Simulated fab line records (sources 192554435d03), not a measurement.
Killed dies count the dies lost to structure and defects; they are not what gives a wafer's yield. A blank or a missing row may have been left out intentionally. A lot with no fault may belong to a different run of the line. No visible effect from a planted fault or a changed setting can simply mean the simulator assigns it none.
Which of the tools did it? / flow n5Finfet / 22 lots, 66 wafers sampled, at 5 steps of a route of 1938

WHAT THE GAUGES READ, wafer by wafer
N5_MOL_CONTACT_COAG_INSPECT_57: inspects for defects (brightfield). Usual: rawDefectCount 202, standard deviation 56.
lot=L074; measured=day 5 05:23; on=defectInspect-01; rawDefectCount=149 116 207; flag=
lot=L075; measured=day 5 07:55; on=defectInspect-02; rawDefectCount=125 149 146; flag=
lot=L076; measured=day 5 11:22; on=defectInspect-02; rawDefectCount=240 149 131; flag=
lot=L077; measured=day 5 22:38; on=defectInspect-02; rawDefectCount=211 176 145; flag=
lot=L078; measured=day 6 05:26; on=defectInspect-01; rawDefectCount=190 277 190; flag=
lot=L079; measured=day 6 09:29; on=defectInspect-02; rawDefectCount=272 290 230; flag=
lot=L080; measured=day 6 16:32; on=defectInspect-01; rawDefectCount=202 174 140; flag=
lot=L081; measured=day 6 21:55; on=defectInspect-01; rawDefectCount=159 180 141; flag=
lot=L082; measured=day 7 01:35; on=defectInspect-01; rawDefectCount=289 179 261; flag=
lot=L083; measured=day 7 04:59; on=defectInspect-01; rawDefectCount=177 256 245; flag=
lot=L084; measured=day 7 13:29; on=defectInspect-01; rawDefectCount=128 142 190; flag=
lot=L085; measured=day 7 22:28; on=defectInspect-02; rawDefectCount=252 294 222; flag=
lot=L088; measured=day 8 16:53; on=defectInspect-01; rawDefectCount=254 247 216; flag=
lot=L087; measured=day 8 17:44; on=defectInspect-02; rawDefectCount=197 188 212; flag=
lot=L089; measured=day 9 05:18; on=defectInspect-02; rawDefectCount=151 174 143; flag=
lot=L091; measured=day 9 15:00; on=defectInspect-02; rawDefectCount=169 203 196; flag=
lot=L092; measured=day 9 21:43; on=defectInspect-02; rawDefectCount=238 259 255; flag=
lot=L093; measured=day 10 01:08; on=defectInspect-02; rawDefectCount=232 140 207; flag=
lot=L094; measured=day 10 05:11; on=defectInspect-02; rawDefectCount=126 105 163; flag=
lot=L095; measured=day 10 08:56; on=defectInspect-02; rawDefectCount=232 204 369; flag=
lot=L096; measured=day 10 20:17; on=defectInspect-01; rawDefectCount=246 162 243; flag=
lot=L097; measured=day 10 23:28; on=defectInspect-01; rawDefectCount=178 173 151; flag=

EACH LOT AND THE TOOL THAT RAN IT (in order: tool; ch and the chambers of the sampled wafers; start)
lot=L074; N5_MOL_CONTACT_COAG_ETCH_59=rieDiel-05 ch 1,2,3, day 4 18:09; N5_MOL_CONTACT_COAG_ETCH_15=rieDiel-05 ch 1,2,3, day 4 18:20; N5_MOL_CONTACT_COAG_STRIP_98=rieDiel-05 ch 1,2,3, day 4 18:26; N5_MOL_CONTACT_COAG_TI_SIL_19=pvdSputter-03, day 4 19:00
lot=L075; N5_MOL_CONTACT_COAG_ETCH_59=rieDiel-05 ch 0,2, day 4 20:38; N5_MOL_CONTACT_COAG_ETCH_15=rieDiel-05 ch 0,2, day 4 20:50; N5_MOL_CONTACT_COAG_STRIP_98=rieDiel-05 ch 0,2, day 4 20:56; N5_MOL_CONTACT_COAG_TI_SIL_19=pvdSputter-02, day 4 21:29
lot=L076; N5_MOL_CONTACT_COAG_ETCH_59=rieDiel-05 ch 1,2,3, day 5 03:02; N5_MOL_CONTACT_COAG_ETCH_15=rieDiel-05 ch 1,2,3, day 5 03:13; N5_MOL_CONTACT_COAG_STRIP_98=rieDiel-05 ch 1,2,3, day 5 03:20; N5_MOL_CONTACT_COAG_TI_SIL_19=pvdSputter-02, day 5 03:52
lot=L077; N5_MOL_CONTACT_COAG_ETCH_59=rieDiel-05 ch 1,2,3, day 5 09:49; N5_MOL_CONTACT_COAG_ETCH_15=rieDiel-05 ch 1,2,3, day 5 10:00; N5_MOL_CONTACT_COAG_STRIP_98=rieDiel-05 ch 1,2,3, day 5 10:07; N5_MOL_CONTACT_COAG_TI_SIL_19=pvdSputter-03, day 5 14:05
lot=L078; N5_MOL_CONTACT_COAG_ETCH_59=rieDiel-05 ch 0,1,3, day 5 16:16; N5_MOL_CONTACT_COAG_ETCH_15=rieDiel-05 ch 0,1,3, day 5 16:26; N5_MOL_CONTACT_COAG_STRIP_98=rieDiel-05 ch 0,1,3, day 5 16:33; N5_MOL_CONTACT_COAG_TI_SIL_19=pvdSputter-03, day 5 17:55
lot=L079; N5_MOL_CONTACT_COAG_ETCH_59=rieDiel-04 ch 0,2, day 5 22:33; N5_MOL_CONTACT_COAG_ETCH_15=rieDiel-04 ch 0,2, day 5 22:44; N5_MOL_CONTACT_COAG_STRIP_98=rieDiel-04 ch 0,2, day 5 22:51; N5_MOL_CONTACT_COAG_TI_SIL_19=pvdSputter-01, day 6 01:28
lot=L080; N5_MOL_CONTACT_COAG_ETCH_59=rieDiel-01 ch 0,2, day 6 07:07; N5_MOL_CONTACT_COAG_ETCH_15=rieDiel-01 ch 0,2, day 6 07:18; N5_MOL_CONTACT_COAG_STRIP_98=rieDiel-01 ch 0,2, day 6 07:24; N5_MOL_CONTACT_COAG_TI_SIL_19=pvdSputter-03, day 6 08:19
lot=L081; N5_MOL_CONTACT_COAG_ETCH_59=rieDiel-05 ch 1,3, day 6 09:35; N5_MOL_CONTACT_COAG_ETCH_15=rieDiel-05 ch 1,3, day 6 09:47; N5_MOL_CONTACT_COAG_STRIP_98=rieDiel-05 ch 1,3, day 6 09:53; N5_MOL_CONTACT_COAG_TI_SIL_19=pvdSputter-03, day 6 10:40
lot=L082; N5_MOL_CONTACT_COAG_ETCH_59=rieDiel-04 ch 1,2,3, day 6 14:14; N5_MOL_CONTACT_COAG_ETCH_15=rieDiel-04 ch 1,2,3, day 6 14:25; N5_MOL_CONTACT_COAG_STRIP_98=rieDiel-04 ch 1,2,3, day 6 14:32; N5_MOL_CONTACT_COAG_TI_SIL_19=pvdSputter-01, day 6 17:38
lot=L083; N5_MOL_CONTACT_COAG_ETCH_59=rieDiel-04 ch 0,3, day 6 19:28; N5_MOL_CONTACT_COAG_ETCH_15=rieDiel-04 ch 0,3, day 6 19:40; N5_MOL_CONTACT_COAG_STRIP_98=rieDiel-04 ch 0,3, day 6 19:46; N5_MOL_CONTACT_COAG_TI_SIL_19=pvdSputter-03, day 6 21:17
lot=L084; N5_MOL_CONTACT_COAG_ETCH_59=rieDiel-05 ch 0,1,2, day 7 03:41; N5_MOL_CONTACT_COAG_ETCH_15=rieDiel-05 ch 0,1,2, day 7 03:53; N5_MOL_CONTACT_COAG_STRIP_98=rieDiel-05 ch 0,1,2, day 7 03:59; N5_MOL_CONTACT_COAG_TI_SIL_19=pvdSputter-02, day 7 04:36
lot=L085; N5_MOL_CONTACT_COAG_ETCH_59=rieDiel-05 ch 0,3, day 7 12:38; N5_MOL_CONTACT_COAG_ETCH_15=rieDiel-05 ch 0,3, day 7 12:49; N5_MOL_CONTACT_COAG_STRIP_98=rieDiel-05 ch 0,3, day 7 12:56; N5_MOL_CONTACT_COAG_TI_SIL_19=pvdSputter-03, day 7 13:37
lot=L088; N5_MOL_CONTACT_COAG_ETCH_59=rieDiel-05 ch 0,3, day 8 05:34; N5_MOL_CONTACT_COAG_ETCH_15=rieDiel-05 ch 0,3, day 8 05:45; N5_MOL_CONTACT_COAG_STRIP_98=rieDiel-05 ch 0,3, day 8 05:51; N5_MOL_CONTACT_COAG_TI_SIL_19=pvdSputter-01, day 8 06:23
lot=L087; N5_MOL_CONTACT_COAG_ETCH_59=rieDiel-01 ch 1,2,3, day 8 06:01; N5_MOL_CONTACT_COAG_ETCH_15=rieDiel-01 ch 1,2,3, day 8 06:12; N5_MOL_CONTACT_COAG_STRIP_98=rieDiel-01 ch 1,2,3, day 8 06:19; N5_MOL_CONTACT_COAG_TI_SIL_19=pvdSputter-03, day 8 07:23
lot=L089; N5_MOL_CONTACT_COAG_ETCH_59=rieDiel-01 ch 1,2,3, day 8 18:20; N5_MOL_CONTACT_COAG_ETCH_15=rieDiel-01 ch 1,2,3, day 8 18:31; N5_MOL_CONTACT_COAG_STRIP_98=rieDiel-01 ch 1,2,3, day 8 18:38; N5_MOL_CONTACT_COAG_TI_SIL_19=pvdSputter-02, day 8 19:42
lot=L091; N5_MOL_CONTACT_COAG_ETCH_59=rieDiel-01 ch 0,1,2, day 9 04:49; N5_MOL_CONTACT_COAG_ETCH_15=rieDiel-01 ch 0,1,2, day 9 05:00; N5_MOL_CONTACT_COAG_STRIP_98=rieDiel-01 ch 0,1,2, day 9 05:06; N5_MOL_CONTACT_COAG_TI_SIL_19=pvdSputter-02, day 9 05:56
lot=L092; N5_MOL_CONTACT_COAG_ETCH_59=rieDiel-05 ch 0,1, day 9 09:05; N5_MOL_CONTACT_COAG_ETCH_15=rieDiel-05 ch 0,1, day 9 09:16; N5_MOL_CONTACT_COAG_STRIP_98=rieDiel-05 ch 0,1, day 9 09:23; N5_MOL_CONTACT_COAG_TI_SIL_19=pvdSputter-01, day 9 10:10
lot=L093; N5_MOL_CONTACT_COAG_ETCH_59=rieDiel-01 ch 0,1, day 9 11:44; N5_MOL_CONTACT_COAG_ETCH_15=rieDiel-01 ch 0,1, day 9 11:55; N5_MOL_CONTACT_COAG_STRIP_98=rieDiel-01 ch 0,1, day 9 12:01; N5_MOL_CONTACT_COAG_TI_SIL_19=pvdSputter-01, day 9 12:50
lot=L094; N5_MOL_CONTACT_COAG_ETCH_59=rieDiel-04 ch 0,1, day 9 20:28; N5_MOL_CONTACT_COAG_ETCH_15=rieDiel-04 ch 0,1, day 9 20:39; N5_MOL_CONTACT_COAG_STRIP_98=rieDiel-04 ch 0,1, day 9 20:46; N5_MOL_CONTACT_COAG_TI_SIL_19=pvdSputter-03, day 9 21:20
lot=L095; N5_MOL_CONTACT_COAG_ETCH_59=rieDiel-05 ch 0,2, day 9 22:52; N5_MOL_CONTACT_COAG_ETCH_15=rieDiel-05 ch 0,2, day 9 23:04; N5_MOL_CONTACT_COAG_STRIP_98=rieDiel-05 ch 0,2, day 9 23:10; N5_MOL_CONTACT_COAG_TI_SIL_19=pvdSputter-01, day 10 00:19
lot=L096; N5_MOL_CONTACT_COAG_ETCH_59=rieDiel-04 ch 0,1,3, day 10 10:29; N5_MOL_CONTACT_COAG_ETCH_15=rieDiel-04 ch 0,1,3, day 10 10:40; N5_MOL_CONTACT_COAG_STRIP_98=rieDiel-04 ch 0,1,3, day 10 10:47; N5_MOL_CONTACT_COAG_TI_SIL_19=pvdSputter-03, day 10 11:26
lot=L097; N5_MOL_CONTACT_COAG_ETCH_59=rieDiel-04 ch 0,1, day 10 11:18; N5_MOL_CONTACT_COAG_ETCH_15=rieDiel-04 ch 0,1, day 10 11:29; N5_MOL_CONTACT_COAG_STRIP_98=rieDiel-04 ch 0,1, day 10 11:35; N5_MOL_CONTACT_COAG_TI_SIL_19=pvdSputter-03, day 10 13:47
- N5_MOL_CONTACT_COAG_ETCH_59: etches underlayer in N2/H2, target depth 13 nm, time 10.4 s.
- N5_MOL_CONTACT_COAG_ETCH_15: etches SiNx in CH3F/O2, stops on Si:P, target depth 7 nm.
- N5_MOL_CONTACT_COAG_STRIP_98: strips in N2/H2.
- N5_MOL_CONTACT_COAG_TI_SIL_19: material Ti, target thk 4.2 nm, time 15 s.

AS READ BY THE TOOLS THEMSELVES (means over the sampled wafers that have a number; for cases with no such wafer, the mark the record gives instead)
N5_MOL_CONTACT_COAG_ETCH_59. Usual: drypumpMotorCurrentA 5.4 A, standard deviation 0.39; etchRfOnTimeS 10.4 s, standard deviation 0.39; oesProductAu 0.67 a.u., standard deviation 0.073; rfVppV 523 V, standard deviation 3.1; showerheadPlenumPTorr 2.53 Torr, standard deviation 0.099; throttleValvePct 17.85 %, standard deviation 0.27.
lot=L074; tool=rieDiel-05; drypumpMotorCurrentA (A)=5.4; etchRfOnTimeS (s)=10.4; oesProductAu (a.u.)=0.68; rfVppV (V)=523; showerheadPlenumPTorr (Torr)=2.49; throttleValvePct (%)=17.88; flag=
lot=L075; tool=rieDiel-05; drypumpMotorCurrentA (A)=5.2; etchRfOnTimeS (s)=10.2; oesProductAu (a.u.)=0.65; rfVppV (V)=520; showerheadPlenumPTorr (Torr)=2.42; throttleValvePct (%)=18.14; flag=
lot=L076; tool=rieDiel-05; drypumpMotorCurrentA (A)=5.4; etchRfOnTimeS (s)=10.4; oesProductAu (a.u.)=0.68; rfVppV (V)=522; showerheadPlenumPTorr (Torr)=2.49; throttleValvePct (%)=17.88; flag=
lot=L077; tool=rieDiel-05; drypumpMotorCurrentA (A)=5.4; etchRfOnTimeS (s)=10.3; oesProductAu (a.u.)=0.67; rfVppV (V)=522; showerheadPlenumPTorr (Torr)=2.49; throttleValvePct (%)=17.91; flag=
lot=L078; tool=rieDiel-05; drypumpMotorCurrentA (A)=5.2; etchRfOnTimeS (s)=10.3; oesProductAu (a.u.)=0.65; rfVppV (V)=523; showerheadPlenumPTorr (Torr)=2.52; throttleValvePct (%)=17.80; flag=
lot=L079; tool=rieDiel-04; drypumpMotorCurrentA (A)=5.8; etchRfOnTimeS (s)=10.8; oesProductAu (a.u.)=0.59; rfVppV (V)=526; showerheadPlenumPTorr (Torr)=2.60; throttleValvePct (%)=17.92; flag=
lot=L080; tool=rieDiel-01; drypumpMotorCurrentA (A)=5.6; etchRfOnTimeS (s)=10.2; oesProductAu (a.u.)=0.77; rfVppV (V)=524; showerheadPlenumPTorr (Torr)=2.54; throttleValvePct (%)=17.54; flag=
lot=L081; tool=rieDiel-05; drypumpMotorCurrentA (A)=5.2; etchRfOnTimeS (s)=10.3; oesProductAu (a.u.)=0.64; rfVppV (V)=525; showerheadPlenumPTorr (Torr)=2.57; throttleValvePct (%)=17.69; flag=
lot=L082; tool=rieDiel-04; drypumpMotorCurrentA (A)=5.5; etchRfOnTimeS (s)=10.6; oesProductAu (a.u.)=0.59; rfVppV (V)=524; showerheadPlenumPTorr (Torr)=2.55; throttleValvePct (%)=17.98; flag=
lot=L083; tool=rieDiel-04; drypumpMotorCurrentA (A)=5.7; etchRfOnTimeS (s)=10.8; oesProductAu (a.u.)=0.57; rfVppV (V)=525; showerheadPlenumPTorr (Torr)=2.61; throttleValvePct (%)=17.89; flag=
lot=L084; tool=rieDiel-05; drypumpMotorCurrentA (A)=5.3; etchRfOnTimeS (s)=10.4; oesProductAu (a.u.)=0.66; rfVppV (V)=521; showerheadPlenumPTorr (Torr)=2.43; throttleValvePct (%)=18.02; flag=
lot=L085; tool=rieDiel-05; drypumpMotorCurrentA (A)=4.9; etchRfOnTimeS (s)=10.1; oesProductAu (a.u.)=0.61; rfVppV (V)=525; showerheadPlenumPTorr (Torr)=2.55; throttleValvePct (%)=17.86; flag=
lot=L088; tool=rieDiel-05; drypumpMotorCurrentA (A)=4.9; etchRfOnTimeS (s)=10.2; oesProductAu (a.u.)=0.60; rfVppV (V)=522; showerheadPlenumPTorr (Torr)=2.50; throttleValvePct (%)=17.99; flag=
lot=L087; tool=rieDiel-01; drypumpMotorCurrentA (A)=5.5; etchRfOnTimeS (s)=10.4; oesProductAu (a.u.)=0.66; rfVppV (V)=525; showerheadPlenumPTorr (Torr)=2.58; throttleValvePct (%)=17.84; flag=
lot=L089; tool=rieDiel-01; drypumpMotorCurrentA (A)=5.5; etchRfOnTimeS (s)=10.4; oesProductAu (a.u.)=0.65; rfVppV (V)=525; showerheadPlenumPTorr (Torr)=2.58; throttleValvePct (%)=17.85; flag=
lot=L091; tool=rieDiel-01; drypumpMotorCurrentA (A)=5.5; etchRfOnTimeS (s)=10.5; oesProductAu (a.u.)=0.70; rfVppV (V)=523; showerheadPlenumPTorr (Torr)=2.52; throttleValvePct (%)=17.69; flag=
lot=L092; tool=rieDiel-05; drypumpMotorCurrentA (A)=5.4; etchRfOnTimeS (s)=10.8; oesProductAu (a.u.)=0.64; rfVppV (V)=522; showerheadPlenumPTorr (Torr)=2.46; throttleValvePct (%)=17.80; flag=
lot=L093; tool=rieDiel-01; drypumpMotorCurrentA (A)=5.5; etchRfOnTimeS (s)=10.7; oesProductAu (a.u.)=0.67; rfVppV (V)=524; showerheadPlenumPTorr (Torr)=2.51; throttleValvePct (%)=17.82; flag=
lot=L094; tool=rieDiel-04; drypumpMotorCurrentA (A)=5.9; etchRfOnTimeS (s)=10.7; oesProductAu (a.u.)=0.78; rfVppV (V)=527; showerheadPlenumPTorr (Torr)=2.64; throttleValvePct (%)=17.57; flag=
lot=L095; tool=rieDiel-05; drypumpMotorCurrentA (A)=5.1; etchRfOnTimeS (s)=10.4; oesProductAu (a.u.)=0.61; rfVppV (V)=520; showerheadPlenumPTorr (Torr)=2.40; throttleValvePct (%)=18.21; flag=
lot=L096; tool=rieDiel-04; drypumpMotorCurrentA (A)=5.6; etchRfOnTimeS (s)=10.2; oesProductAu (a.u.)=0.79; rfVppV (V)=526; showerheadPlenumPTorr (Torr)=2.64; throttleValvePct (%)=17.55; flag=
lot=L097; tool=rieDiel-04; drypumpMotorCurrentA (A)=5.9; etchRfOnTimeS (s)=10.8; oesProductAu (a.u.)=0.77; rfVppV (V)=527; showerheadPlenumPTorr (Torr)=2.64; throttleValvePct (%)=17.59; flag=

N5_MOL_CONTACT_COAG_ETCH_15. Usual: drypumpMotorCurrentA 5.4 A, standard deviation 0.39; oesProductAu 0.57 a.u., standard deviation 0.061; rfVppV 299 V, standard deviation 10; showerheadPlenumPTorr 1.99 Torr, standard deviation 0.085; throttleValvePct 16.35 %, standard deviation 0.25.
lot=L074; tool=rieDiel-05; drypumpMotorCurrentA (A)=5.4; oesProductAu (a.u.)=0.58; rfVppV (V)=293; showerheadPlenumPTorr (Torr)=1.96; throttleValvePct (%)=16.36; flag=
lot=L075; tool=rieDiel-05; drypumpMotorCurrentA (A)=5.2; oesProductAu (a.u.)=0.55; rfVppV (V)=290; showerheadPlenumPTorr (Torr)=1.88; throttleValvePct (%)=16.47; flag=
lot=L076; tool=rieDiel-05; drypumpMotorCurrentA (A)=5.4; oesProductAu (a.u.)=0.57; rfVppV (V)=294; showerheadPlenumPTorr (Torr)=1.96; throttleValvePct (%)=16.36; flag=
lot=L077; tool=rieDiel-05; drypumpMotorCurrentA (A)=5.4; oesProductAu (a.u.)=0.57; rfVppV (V)=295; showerheadPlenumPTorr (Torr)=1.95; throttleValvePct (%)=16.38; flag=
lot=L078; tool=rieDiel-05; drypumpMotorCurrentA (A)=5.2; oesProductAu (a.u.)=0.55; rfVppV (V)=293; showerheadPlenumPTorr (Torr)=1.97; throttleValvePct (%)=16.27; flag=
lot=L079; tool=rieDiel-04; drypumpMotorCurrentA (A)=5.8; oesProductAu (a.u.)=0.51; rfVppV (V)=311; showerheadPlenumPTorr (Torr)=2.08; throttleValvePct (%)=16.70; flag=
lot=L080; tool=rieDiel-01; drypumpMotorCurrentA (A)=5.6; oesProductAu (a.u.)=0.65; rfVppV (V)=316; showerheadPlenumPTorr (Torr)=2.01; throttleValvePct (%)=16.14; flag=
lot=L081; tool=rieDiel-05; drypumpMotorCurrentA (A)=5.2; oesProductAu (a.u.)=0.55; rfVppV (V)=294; showerheadPlenumPTorr (Torr)=2.02; throttleValvePct (%)=16.27; flag=
lot=L082; tool=rieDiel-04; drypumpMotorCurrentA (A)=5.4; oesProductAu (a.u.)=0.51; rfVppV (V)=300; showerheadPlenumPTorr (Torr)=2.01; throttleValvePct (%)=16.53; flag=
lot=L083; tool=rieDiel-04; drypumpMotorCurrentA (A)=5.7; oesProductAu (a.u.)=0.50; rfVppV (V)=301; showerheadPlenumPTorr (Torr)=2.06; throttleValvePct (%)=16.49; flag=
lot=L084; tool=rieDiel-05; drypumpMotorCurrentA (A)=5.4; oesProductAu (a.u.)=0.57; rfVppV (V)=293; showerheadPlenumPTorr (Torr)=1.90; throttleValvePct (%)=16.41; flag=
lot=L085; tool=rieDiel-05; drypumpMotorCurrentA (A)=4.9; oesProductAu (a.u.)=0.52; rfVppV (V)=291; showerheadPlenumPTorr (Torr)=2.00; throttleValvePct (%)=16.38; flag=
lot=L088; tool=rieDiel-05; drypumpMotorCurrentA (A)=4.9; oesProductAu (a.u.)=0.51; rfVppV (V)=291; showerheadPlenumPTorr (Torr)=1.94; throttleValvePct (%)=16.41; flag=
lot=L087; tool=rieDiel-01; drypumpMotorCurrentA (A)=5.5; oesProductAu (a.u.)=0.56; rfVppV (V)=309; showerheadPlenumPTorr (Torr)=2.03; throttleValvePct (%)=16.38; flag=
lot=L089; tool=rieDiel-01; drypumpMotorCurrentA (A)=5.5; oesProductAu (a.u.)=0.56; rfVppV (V)=308; showerheadPlenumPTorr (Torr)=2.03; throttleValvePct (%)=16.39; flag=
lot=L091; tool=rieDiel-01; drypumpMotorCurrentA (A)=5.5; oesProductAu (a.u.)=0.60; rfVppV (V)=308; showerheadPlenumPTorr (Torr)=1.99; throttleValvePct (%)=16.25; flag=
lot=L092; tool=rieDiel-05; drypumpMotorCurrentA (A)=5.3; oesProductAu (a.u.)=0.56; rfVppV (V)=295; showerheadPlenumPTorr (Torr)=1.93; throttleValvePct (%)=16.23; flag=
lot=L093; tool=rieDiel-01; drypumpMotorCurrentA (A)=5.5; oesProductAu (a.u.)=0.58; rfVppV (V)=302; showerheadPlenumPTorr (Torr)=1.97; throttleValvePct (%)=16.32; flag=
lot=L094; tool=rieDiel-04; drypumpMotorCurrentA (A)=5.9; oesProductAu (a.u.)=0.68; rfVppV (V)=302; showerheadPlenumPTorr (Torr)=2.10; throttleValvePct (%)=16.16; flag=
lot=L095; tool=rieDiel-05; drypumpMotorCurrentA (A)=5.2; oesProductAu (a.u.)=0.53; rfVppV (V)=291; showerheadPlenumPTorr (Torr)=1.87; throttleValvePct (%)=16.54; flag=
lot=L096; tool=rieDiel-04; drypumpMotorCurrentA (A)=5.6; oesProductAu (a.u.)=0.67; rfVppV (V)=298; showerheadPlenumPTorr (Torr)=2.08; throttleValvePct (%)=16.04; flag=
lot=L097; tool=rieDiel-04; drypumpMotorCurrentA (A)=5.9; oesProductAu (a.u.)=0.66; rfVppV (V)=301; showerheadPlenumPTorr (Torr)=2.09; throttleValvePct (%)=16.16; flag=

N5_MOL_CONTACT_COAG_STRIP_98. Usual: drypumpMotorCurrentA 5.5 A, standard deviation 0.39; oesProductAu 0.79 a.u., standard deviation 0.088; rfVppV 54.4 V, standard deviation 1.3; showerheadPlenumPTorr 3.34 Torr, standard deviation 0.13; throttleValvePct 18.8 %, standard deviation 0.34.
lot=L074; tool=rieDiel-05; drypumpMotorCurrentA (A)=5.4; oesProductAu (a.u.)=0.80; rfVppV (V)=54.5; showerheadPlenumPTorr (Torr)=3.30; throttleValvePct (%)=18.9; flag=
lot=L075; tool=rieDiel-05; drypumpMotorCurrentA (A)=5.2; oesProductAu (a.u.)=0.76; rfVppV (V)=53.7; showerheadPlenumPTorr (Torr)=3.21; throttleValvePct (%)=19.1; flag=
lot=L076; tool=rieDiel-05; drypumpMotorCurrentA (A)=5.4; oesProductAu (a.u.)=0.79; rfVppV (V)=54.2; showerheadPlenumPTorr (Torr)=3.29; throttleValvePct (%)=18.9; flag=
lot=L077; tool=rieDiel-05; drypumpMotorCurrentA (A)=5.4; oesProductAu (a.u.)=0.80; rfVppV (V)=54.5; showerheadPlenumPTorr (Torr)=3.29; throttleValvePct (%)=18.9; flag=
lot=L078; tool=rieDiel-05; drypumpMotorCurrentA (A)=5.2; oesProductAu (a.u.)=0.75; rfVppV (V)=53.9; showerheadPlenumPTorr (Torr)=3.32; throttleValvePct (%)=18.7; flag=
lot=L079; tool=rieDiel-04; drypumpMotorCurrentA (A)=5.8; oesProductAu (a.u.)=0.71; rfVppV (V)=54.8; showerheadPlenumPTorr (Torr)=3.43; throttleValvePct (%)=18.8; flag=
lot=L080; tool=rieDiel-01; drypumpMotorCurrentA (A)=5.6; oesProductAu (a.u.)=0.90; rfVppV (V)=55.3; showerheadPlenumPTorr (Torr)=3.35; throttleValvePct (%)=18.4; flag=
lot=L081; tool=rieDiel-05; drypumpMotorCurrentA (A)=5.2; oesProductAu (a.u.)=0.75; rfVppV (V)=54.1; showerheadPlenumPTorr (Torr)=3.39; throttleValvePct (%)=18.6; flag=
lot=L082; tool=rieDiel-04; drypumpMotorCurrentA (A)=5.4; oesProductAu (a.u.)=0.69; rfVppV (V)=54.0; showerheadPlenumPTorr (Torr)=3.36; throttleValvePct (%)=19.1; flag=
lot=L083; tool=rieDiel-04; drypumpMotorCurrentA (A)=5.7; oesProductAu (a.u.)=0.67; rfVppV (V)=54.6; showerheadPlenumPTorr (Torr)=3.45; throttleValvePct (%)=18.8; flag=
lot=L084; tool=rieDiel-05; drypumpMotorCurrentA (A)=5.4; oesProductAu (a.u.)=0.77; rfVppV (V)=55.0; showerheadPlenumPTorr (Torr)=3.21; throttleValvePct (%)=19.1; flag=
lot=L085; tool=rieDiel-05; drypumpMotorCurrentA (A)=5.0; oesProductAu (a.u.)=0.73; rfVppV (V)=53.6; showerheadPlenumPTorr (Torr)=3.37; throttleValvePct (%)=18.7; flag=
lot=L088; tool=rieDiel-05; drypumpMotorCurrentA (A)=4.9; oesProductAu (a.u.)=0.71; rfVppV (V)=54.0; showerheadPlenumPTorr (Torr)=3.30; throttleValvePct (%)=18.8; flag=
lot=L087; tool=rieDiel-01; drypumpMotorCurrentA (A)=5.5; oesProductAu (a.u.)=0.77; rfVppV (V)=55.8; showerheadPlenumPTorr (Torr)=3.40; throttleValvePct (%)=18.8; flag=
lot=L089; tool=rieDiel-01; drypumpMotorCurrentA (A)=5.5; oesProductAu (a.u.)=0.76; rfVppV (V)=54.9; showerheadPlenumPTorr (Torr)=3.40; throttleValvePct (%)=18.7; flag=
lot=L091; tool=rieDiel-01; drypumpMotorCurrentA (A)=5.5; oesProductAu (a.u.)=0.82; rfVppV (V)=52.9; showerheadPlenumPTorr (Torr)=3.33; throttleValvePct (%)=18.7; flag=
lot=L092; tool=rieDiel-05; drypumpMotorCurrentA (A)=5.3; oesProductAu (a.u.)=0.76; rfVppV (V)=54.9; showerheadPlenumPTorr (Torr)=3.25; throttleValvePct (%)=18.9; flag=
lot=L093; tool=rieDiel-01; drypumpMotorCurrentA (A)=5.5; oesProductAu (a.u.)=0.80; rfVppV (V)=53.8; showerheadPlenumPTorr (Torr)=3.32; throttleValvePct (%)=18.8; flag=
lot=L094; tool=rieDiel-04; drypumpMotorCurrentA (A)=5.9; oesProductAu (a.u.)=0.94; rfVppV (V)=55.1; showerheadPlenumPTorr (Torr)=3.48; throttleValvePct (%)=18.5; flag=
lot=L095; tool=rieDiel-05; drypumpMotorCurrentA (A)=5.1; oesProductAu (a.u.)=0.72; rfVppV (V)=54.5; showerheadPlenumPTorr (Torr)=3.18; throttleValvePct (%)=19.2; flag=
lot=L096; tool=rieDiel-04; drypumpMotorCurrentA (A)=5.6; oesProductAu (a.u.)=0.92; rfVppV (V)=54.7; showerheadPlenumPTorr (Torr)=3.49; throttleValvePct (%)=18.6; flag=
lot=L097; tool=rieDiel-04; drypumpMotorCurrentA (A)=5.9; oesProductAu (a.u.)=0.92; rfVppV (V)=54.1; showerheadPlenumPTorr (Torr)=3.48; throttleValvePct (%)=18.6; flag=

N5_MOL_CONTACT_COAG_TI_SIL_19. Usual: throttleValvePct 29.8 %, standard deviation 0.94.
lot=L074; tool=pvdSputter-03; throttleValvePct (%)=29.9; flag=
lot=L075; tool=pvdSputter-02; throttleValvePct (%)=29.0; flag=
lot=L076; tool=pvdSputter-02; throttleValvePct (%)=28.5; flag=
lot=L077; tool=pvdSputter-03; throttleValvePct (%)=29.4; flag=
lot=L078; tool=pvdSputter-03; throttleValvePct (%)=29.4; flag=
lot=L079; tool=pvdSputter-01; throttleValvePct (%)=30.7; flag=
lot=L080; tool=pvdSputter-03; throttleValvePct (%)=29.5; flag=
lot=L081; tool=pvdSputter-03; throttleValvePct (%)=30.2; flag=
lot=L082; tool=pvdSputter-01; throttleValvePct (%)=30.0; flag=
lot=L083; tool=pvdSputter-03; throttleValvePct (%)=29.5; flag=
lot=L084; tool=pvdSputter-02; throttleValvePct (%)=29.5; flag=
lot=L085; tool=pvdSputter-03; throttleValvePct (%)=29.2; flag=
lot=L088; tool=pvdSputter-01; throttleValvePct (%)=29.7; flag=
lot=L087; tool=pvdSputter-03; throttleValvePct (%)=29.6; flag=
lot=L089; tool=pvdSputter-02; throttleValvePct (%)=28.2; flag=
lot=L091; tool=pvdSputter-02; throttleValvePct (%)=29.0; flag=
lot=L092; tool=pvdSputter-01; throttleValvePct (%)=30.8; flag=
lot=L093; tool=pvdSputter-01; throttleValvePct (%)=30.6; flag=
lot=L094; tool=pvdSputter-03; throttleValvePct (%)=29.9; flag=
lot=L095; tool=pvdSputter-01; throttleValvePct (%)=30.2; flag=
lot=L096; tool=pvdSputter-03; throttleValvePct (%)=29.6; flag=
lot=L097; tool=pvdSputter-03; throttleValvePct (%)=29.1; flag=

THE ANSWER, worked out from the rows above alone
Rule: lot off if the mean of its wafers having a number is beyond 3 standard deviations from the usual mean. Also off: a lot with no number at a reading for which 4 or more lots have one. All remaining lots with rows at the step are treated as sound. The gauges are gone through in route order, then the tools' own readings, and for those a lot's mean is taken as printed above. At the first step where some lot is off, the reading lying furthest off is the one used; lots without a number count as furthest.
No lot is off on any of the readings shown, so nothing can be concluded from this.

WHAT THE SIMULATOR PUT IN
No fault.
